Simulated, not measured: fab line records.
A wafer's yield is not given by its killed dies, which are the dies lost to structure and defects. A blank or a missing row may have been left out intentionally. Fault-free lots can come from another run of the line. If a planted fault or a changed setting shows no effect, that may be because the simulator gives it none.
A lot that was struck, set against a sound lot + flow nandHarc + 24 out of 1302 route steps
Sound: wafers L979.1, L979.4, L979.6. Struck: wafers L996.1, L996.2. (L996.3 of the same lot was not struck and is left out.) The cause comes at the end.
Per side, at each step with rows, come the tool, then ch with its chambers, and then its first start. Under that, the readings that differ: sound wafers + struck wafers + difference of the means + sigmas: that difference in standard deviations of wafers without a fault.
alike: a reading whose means differ by less than 2 such deviations, as well as words and numbers matching on both sides. not compared: withheld readings; readings where some wafer has no value; bounds like >300 that might hide an equal value; numbers whose values overlap and for which the record gives no deviation.
A row with sigmas, a row that says differs or no value, or rows on one side alone: a step with any of these is where the two part. When numbers do not overlap yet have no deviation, they are printed without sigmas and do not part them. A reading that every wafer of one side lacks parts them only if that side has two wafers or more.

NHARC_A_M0_INSPECT_27:
  sound: defectInspect-02 at day 23 21:04; struck: defectInspect-01 at day 31 14:38
| reading        | sound       | struck   | difference | sigmas |
|----------------|-------------|----------|------------|--------|
| rawDefectCount | 514 541 439 | 1048 665 | +358       | +3     |
NHARC_A_M0_PRE_CLEAN_31: time 12 s.
  sound on pecvd-02 ch 0,1,2, day 23 21:10; struck on pecvd-04 ch 0,1, day 31 14:43
  alike: heaterPowerW
NHARC_A_M0_DEP_32: deposits SiCN, target thk 30 nm.
  sound on pecvd-02 ch 0,1,2, day 23 21:18; struck on pecvd-04 ch 0,1, day 31 14:47
  alike: heaterPowerW
then, 8 steps without rows for these wafers: NHARC_A_M1_DEP_00 (deposits SiOC, target thk 182.5 nm); NHARC_A_M1_DEHYDRATE_01 (time 120 s); NHARC_A_M1_HMDS_02 (time 30 s); NHARC_A_M1_COAT_34 (time 65 s); NHARC_A_M1_COAT_03 (resist thk 90 nm); NHARC_A_M1_SOFTBAKE_04 (time 55 s); NHARC_A_M1_EBR_05; NHARC_A_M1_EXPOSE_06 (exposes mask A M1, target cd 120 nm).
NHARC_A_M1_PEB_07: peb time 65 s.
  sound on lithoTrack-01 ch 0, day 23 22:23; struck on lithoTrack-04 ch 0, day 31 15:49
| reading               | sound             | struck      | difference | sigmas |
|-----------------------|-------------------|-------------|------------|--------|
| heaterPowerTotalW (W) | 156.0 155.9 156.8 | 162.7 162.8 | +6.5       | +15    |
then, 1 step without rows for these wafers: NHARC_A_M1_DEVELOP_08 (develop time 35 s).
NHARC_A_M1_CD_MEAS_09: target cd 120 nm.
  sound on cdSem-03 ch 0, day 23 22:28; struck on cdSem-02 ch 0, day 31 15:53
| reading   | sound             | struck      | difference | sigmas |
|-----------|-------------------|-------------|------------|--------|
| cdNm (nm) | 120.4 120.7 120.2 | 117.8 118.0 | -2.5       | -3     |
NHARC_A_M1_OVL_MEAS_10: pitch 240 nm.
  sound: overlay-01 at day 23 22:33; struck: overlay-01 at day 31 15:59
  alike: overlayXNm, overlayYNm
NHARC_A_M1_INSPECT_11:
  sound: defectInspect-01 at day 23 22:35; struck: defectInspect-01 at day 31 16:01
  alike: rawDefectCount
NHARC_A_M1_DESCUM_14: chemistry O2, time 3 s.
  sound on rieDiel-02 ch 0,1,2, day 23 22:40; struck on rieDiel-02 ch 1,3, day 31 16:05
| reading              | sound             | struck      | difference | sigmas |
|----------------------|-------------------|-------------|------------|--------|
| model.A_M1.cdNm (nm) | 119.7 120.8 120.1 | 118.1 118.4 | -2.0       |        |
  alike: drypumpMotorCurrentA, oesProductAu, rfVppV, showerheadPlenumPTorr, throttleValvePct
  not compared: rfHoursCounterH
NHARC_A_M1_ETCH_35: etches the open film in N2/H2, target depth 40 nm, overetch 12 nm, time 43.94 s.
  sound on rieDiel-02 ch 0,1,2, day 23 22:46; struck on rieDiel-02 ch 0,1, day 31 16:10
  alike: drypumpMotorCurrentA, oesProductAu, rfVppV, showerheadPlenumPTorr, throttleValvePct
  not compared: rfHoursCounterH
NHARC_A_M1_ETCH_15: etches the open film in C4F8/Ar, target depth 182.5 nm, time 91.2 s.
  sound on rieDiel-02 ch 0,1; struck on rieDiel-02 ch 1,2
  alike: oesProductAu, rfVppV
  not compared: rfHoursCounterH
NHARC_A_M1_CD_MEAS_16:
  sound: cdSem-01 at day 23 23:00; struck: cdSem-01 at day 31 16:23
  alike: cdNm
NHARC_A_M1_STRIP_18: strips in N2/H2.
  sound on rieDiel-10 ch 0,1, day 23 23:04; struck on rieDiel-12 ch 1,2, day 31 16:28
  alike: drypumpMotorCurrentA, oesProductAu, rfVppV, showerheadPlenumPTorr, throttleValvePct
  not compared: rfHoursCounterH
NHARC_A_M1_ETCH_28: etches the open film in CF4/N2, target depth 30 nm, time 72.99 s.
  sound on rieDiel-10 ch 1,2; struck on rieDiel-12 ch 2,3
  alike: drypumpMotorCurrentA, oesProductAu, rfVppV, showerheadPlenumPTorr, throttleValvePct
  not compared: rfHoursCounterH, model.A_M1.cdNm
then, 1 step without rows for these wafers: NHARC_A_M1_STRIP_19 (strips in post etch residue remover, time 600 s).
NHARC_END_SORT_01:
  sound on prober-02 ch 0, day 25 09:25; struck on prober-02 ch 0, day 33 09:20
  alike: defectLimitedYield, killedAtArray, killedAtOther, killedAtPeriphery, killedDies, killedOpen, killedShort, sort_bin_2_pct, sort_bin_3_pct, sort_bin_4_pct, sortNPass, sortRimYieldPct, sortYieldPct

WHERE THEY PART
Earliest at NHARC_A_M0_INSPECT_27; latest, in this record, at NHARC_A_M1_CD_MEAS_09. Later steps at which nothing parts them and some readings are alike: NHARC_A_M1_OVL_MEAS_10, NHARC_A_M1_INSPECT_11, NHARC_A_M1_DESCUM_14, NHARC_A_M1_ETCH_35, NHARC_A_M1_ETCH_15, NHARC_A_M1_CD_MEAS_16, NHARC_A_M1_STRIP_18, NHARC_A_M1_ETCH_28, NHARC_END_SORT_01.

WHY: what the simulator had put in
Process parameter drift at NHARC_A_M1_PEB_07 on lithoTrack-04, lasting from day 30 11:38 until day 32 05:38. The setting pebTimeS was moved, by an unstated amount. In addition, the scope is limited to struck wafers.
